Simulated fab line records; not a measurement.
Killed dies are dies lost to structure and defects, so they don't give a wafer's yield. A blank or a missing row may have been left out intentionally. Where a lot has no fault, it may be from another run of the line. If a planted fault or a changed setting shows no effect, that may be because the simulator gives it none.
Chamber matching | flow n5 finfet | 4 sister chambers for N5_FIN_CUT_ETCH_20 on rie diel-03
The step etches SiARC in CF4, target depth 26 nm, time 43.3 s. 8 wafers are shown with their chamber, then 8 later ones without.

WAFERS PAIRED WITH THEIR CHAMBERS
wafer  | chamber | showerhead plenum p Torr (Torr) | drypump motor current A (A)
L083.4 | 0       | 2.23                            | 5.9
L084.2 | 2       | 2.09                            | 5.3
L085.4 | 3       | 2.04                            | 6.4
L085.5 | 1       | 2.28                            | 5.0
L088.1 | 3       | 2.04                            | 6.4
L088.5 | 2       | 2.09                            | 5.3
L088.6 | 1       | 2.28                            | 5.0
L092.1 | 0       | 2.22                            | 6.0

WAFERS WITHOUT THEIR CHAMBER
wafer  | showerhead plenum p Torr (Torr) | drypump motor current A (A)
L092.2 | 2.28                            | 5.0
L092.4 | 2.03                            | 6.5
L093.2 | 2.22                            | 5.9
L093.3 | 2.27                            | 5.0
L093.4 | 2.03                            | 6.5
L095.2 | 2.08                            | 5.3
L095.5 | 2.22                            | 5.9
L095.6 | 2.03                            | 6.4

CHAMBER TAKEN BY EACH
wafer  | from the rows above | in truth
L092.2 | 1                   | 1
L092.4 | 3                   | 3
L093.2 | 0                   | 0
L093.3 | 1                   | 1
L093.4 | 3                   | 3
L095.2 | 2                   | 2
L095.5 | 0                   | 0
L095.6 | 3                   | 3
Correctly placed: 8 of 8. From these rows, 0 cannot be placed. Placed wrongly: 0.
How it was worked out, from the rows above alone: a wafer's distance from a chamber is the root of the sum, over the readings, of the square of ((its reading less the chamber's mean) divided by the reading's scatter). The wafer belongs to the nearest chamber; if the next one is less than 2 further off, it can't be placed. For every chamber, the mean is computed from those of its wafers that are shown. The scatter: take each reading less its chamber's mean, square it, sum over the shown wafers, divide by the number of wafers less the number of chambers, and take the root.
